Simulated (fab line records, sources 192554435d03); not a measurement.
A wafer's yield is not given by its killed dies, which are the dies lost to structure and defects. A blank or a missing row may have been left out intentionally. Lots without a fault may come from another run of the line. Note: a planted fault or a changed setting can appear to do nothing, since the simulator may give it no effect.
A lot that was struck, set against a sound lot :: flow n5_finfet :: 34 out of 1938 route steps
Sound: these wafers, L304.1, L304.5, L304.6. Struck: wafer L300.3 (L300.1, L300.4, from the same lot, were not struck and are left out); the cause is given at the end.
At each step with rows: each side's tool, then ch and its chambers, then its first start. Under that, the readings that differ: sound wafers :: struck wafers :: difference of the means :: sigmas: that difference in standard deviations of wafers without a fault.
alike: readings whose means differ by less than 2 such deviations, and words and numbers that are the same on both sides. not compared: withheld readings, readings that some wafer has no value for, bounds like >300 that may hide the same value, and numbers for which the record gives no deviation and whose values overlap.
Wherever a step has rows on one side only, a row that says differs or no value, or a row with sigmas, the two part there. When numbers do not overlap yet have no deviation, they are printed without sigmas and do not part them. Lack of a reading on every wafer of one side parts them only where that side has two or more wafers.

first, 6 steps without rows for these wafers: N5_WELL_APT_EBR_21; N5_WELL_APT_SOFTBAKE_20 (time 60 s); N5_WELL_APT_EXPOSE_22 (exposes mask PWELL, defocus 0 nm, target cd 200 nm); N5_WELL_APT_PEB_23 (peb time 90 s); N5_WELL_APT_DEVELOP_24 (develop time 45 s); N5_WELL_APT_HARDBAKE_29 (time 120 s).
N5_WELL_APT_CD_MEAS_25: the cd target is 200 nm.
  sound on cd_sem-03 ch 0, day 3 14:56; struck on cd_sem-02 ch 0, day 2 14:55
  alike: cd_nm
N5_WELL_APT_OVL_MEAS_26:
  sound on overlay-02 ch 0, day 3 14:58; struck on overlay-01 ch 0, day 2 14:56
  alike: PWELL_OVL
N5_WELL_APT_INSPECT_27: inspects for defects (macro).
  sound on defect_inspect-01, day 3 14:59; struck on defect_inspect-01, day 2 14:58
reading: raw_defect_count
sound: 1 1 1
struck: 4
difference: +3
sigmas: +2
N5_WELL_APT_DESCUM_30: chemistry O2, time 7.9 s.
  sound on rie_diel-05 ch 0,1,2, day 3 15:02; struck on rie_diel-02 ch 1, day 2 15:00
  alike: drypump_motor_current_A, oes_product_au, rf_vpp_V, showerhead_plenum_p_Torr, throttle_valve_pct
  not compared: rf_hours_counter_h
then, 2 steps without rows for these wafers: N5_WELL_APT_IMPLANT_31; N5_WELL_APT_IMPLANT_32.
N5_WELL_APT_STRIP_33: strips in SPM, time 900 s.
  sound on wet_bench-05 ch 1,3,5, day 3 15:31; struck on wet_bench-04 ch 0, day 2 15:29
  alike: bath_guard_temp_C, bath_heat_duty_pct
N5_WELL_APT_RTA_34: time 10 s.
  sound on rtp_anneal-02 ch 0, day 3 15:47; struck on rtp_anneal-01 ch 0, day 2 15:46
reading: anneal_temp_c_max
sound: 1002.9 1003.1 1004.3
struck: 1005.8
difference: +2.4
sigmas: +2
  alike: lamp_power_pct, wafer_temp_C_max
then, 4 steps without rows for these wafers: N5_WELL_APT_OXIDE_STRIP_42 (strips SiO2 in dHF, time 45 s, target depth 12 nm); N5_WELL_APT_PRECLEAN_36 (cleans in O3/DIW, time 45 s); N5_WELL_APT_PRECLEAN_39 (cleans in dHF, time 60 s); N5_WELL_APT_SRD_37 (time 30 s).
N5_WELL_APT_EPI_41: deposits Si from SiH4/H2, target thk 50 nm, time 297.7 s.
  sound on epi_rpcvd-03 ch 0, day 3 16:02; struck on epi_rpcvd-04 ch 0, day 2 16:01
reading: throttle_valve_pct (%)
sound: 11.40 11.50 11.33
struck: 10.87
difference: -0.54
sigmas: -2
  alike: susceptor_temp_C
N5_WELL_APT_INSPECT_38: inspects for defects (darkfield).
  sound on defect_inspect-01, day 3 16:40; struck on defect_inspect-01, day 2 16:39
reading: raw_defect_count
sound: 19 9 6
struck: 527
difference: +516
sigmas: +99 or more
N5_PMOS_HMC_CHANNEL_EPI_HM_DEP_34: deposits SiO2 from TEOS/O2, target thk 36 nm, time 6.9 s.
  sound on pecvd-03 ch 0,1,2, day 3 16:43; struck on pecvd-01 ch 2, day 2 16:41
reading: showerhead_plenum_p_Torr (Torr)
sound: 8.39 8.41 8.37
struck: 8.31
difference: -0.08
sigmas: -3
  alike: heater_power_w, susceptor_temp_C, throttle_valve_pct
  not compared: since_wet_clean_h
then, 7 steps without rows for these wafers: N5_PMOS_HMC_CHANNEL_EPI_COAT_31 (time 60 s, resist thk 66 nm); N5_PMOS_HMC_CHANNEL_EPI_COAT_03 (resist thk 205 nm); N5_PMOS_HMC_CHANNEL_EPI_EBR_05; N5_PMOS_HMC_CHANNEL_EPI_SOFTBAKE_04 (time 60 s); N5_PMOS_HMC_CHANNEL_EPI_EXPOSE_06 (exposes mask PMOS HMC BLK, target cd 240 nm); N5_PMOS_HMC_CHANNEL_EPI_PEB_07 (peb time 60 s); N5_PMOS_HMC_CHANNEL_EPI_DEVELOP_08 (develop time 30 s).
N5_PMOS_HMC_CHANNEL_EPI_CD_MEAS_09: the cd target is 237.4 nm.
  sound on cd_sem-02 ch 0, day 3 17:07; struck on cd_sem-01 ch 0, day 2 17:05
  alike: cd_nm
N5_PMOS_HMC_CHANNEL_EPI_OVL_MEAS_10:
  sound on overlay-01 ch 0, day 3 17:08; struck on overlay-01 ch 0, day 2 17:07
  alike: PMOS_HMC_BLK_OVL
N5_PMOS_HMC_CHANNEL_EPI_INSPECT_11: inspects for defects (macro).
  sound on defect_inspect-01, day 3 17:10; struck on defect_inspect-02, day 2 17:08
reading: raw_defect_count
sound: 2 2 6
struck: >300
difference: differs
sigmas: 
N5_PMOS_HMC_CHANNEL_EPI_DESCUM_14: chemistry O2, time 7.9 s.
  sound on rie_diel-04 ch 0,1,2, day 3 17:12; struck on rie_diel-01 ch 2, day 2 17:10
reading: throttle_valve_pct (%)
sound: 20.36 20.70 20.23
struck: 20.03
difference: -0.40
sigmas: -2
  alike: drypump_motor_current_A, oes_product_au, rf_vpp_V, showerhead_plenum_p_Torr
  not compared: rf_hours_counter_h
-- record jumps: 6 days separate the struck wafers' starts on either side; left off in module PMOS_HMC_CHANNEL_EPI, taken up again in module BEOL_M4, whose first shown step is the route's number 1111 --
N5_BEOL_M4_RC_MEAS_101:
  sound on prober-01 ch 0, day 10 01:59; struck on prober-01 ch 0, day 8 18:53
reading: SS_N (mV/dec)
sound: 71.8 70.5 70.7
struck: 72.1
difference: +1.1
sigmas: +2

reading: VT_P (mV)
sound: -251 -251 -254
struck: -243
difference: +9
sigmas: +3
  alike: DIBL_N, DIBL_P, IOFF_N, IOFF_P, ION_N, ION_P, SS_P, VT_N
-- the record jumps here: 4 days lie between the struck wafers' starts before and after (it left off in module BEOL_M4 and takes up again in module PASSIVATION, whose first step shown is number 1936 of the route) --
N5_PASSIVATION_PROBE_49:
  sound on prober-02, day 14 09:30; struck on prober-01, day 12 22:42
reading: defect_limited_yield (%)
sound: 91.5 93.2 89.2
struck: 80.9
difference: -10.4
sigmas: -7

reading: killed_at_front_end
sound: 26 25 39
struck: 150
difference: +120
sigmas: +10

reading: killed_at_other
sound: 0 0 4
struck: 6
difference: +5
sigmas: +2

reading: killed_dies
sound: 100 80 128
struck: 225
difference: +122
sigmas: +7

reading: killed_short
sound: 25 23 39
struck: 45
difference: +16
sigmas: +2

reading: sort_bin_5_function (%)
sound: 4.4 3.6 6.3
struck: 11.4
difference: +6.6
sigmas: +7

reading: sort_bin_6_memory (%)
sound: 4.0 3.0 4.4
struck: 5.3
difference: +1.5
sigmas: +2

reading: sort_n_pass
sound: 1080 1100 1052
struck: 955
difference: -122
sigmas: -7

reading: sort_yield_pct (%)
sound: 91.5 93.2 89.2
struck: 80.9
difference: -10.4
sigmas: -7
  alike: killed_at_M0_to_M3, killed_at_M4_up, killed_at_contacts, killed_open

## WHERE THEY PART
Earliest at N5_WELL_APT_INSPECT_27; latest, in this record, at N5_PASSIVATION_PROBE_49.

WHY: what had been put in by the simulator
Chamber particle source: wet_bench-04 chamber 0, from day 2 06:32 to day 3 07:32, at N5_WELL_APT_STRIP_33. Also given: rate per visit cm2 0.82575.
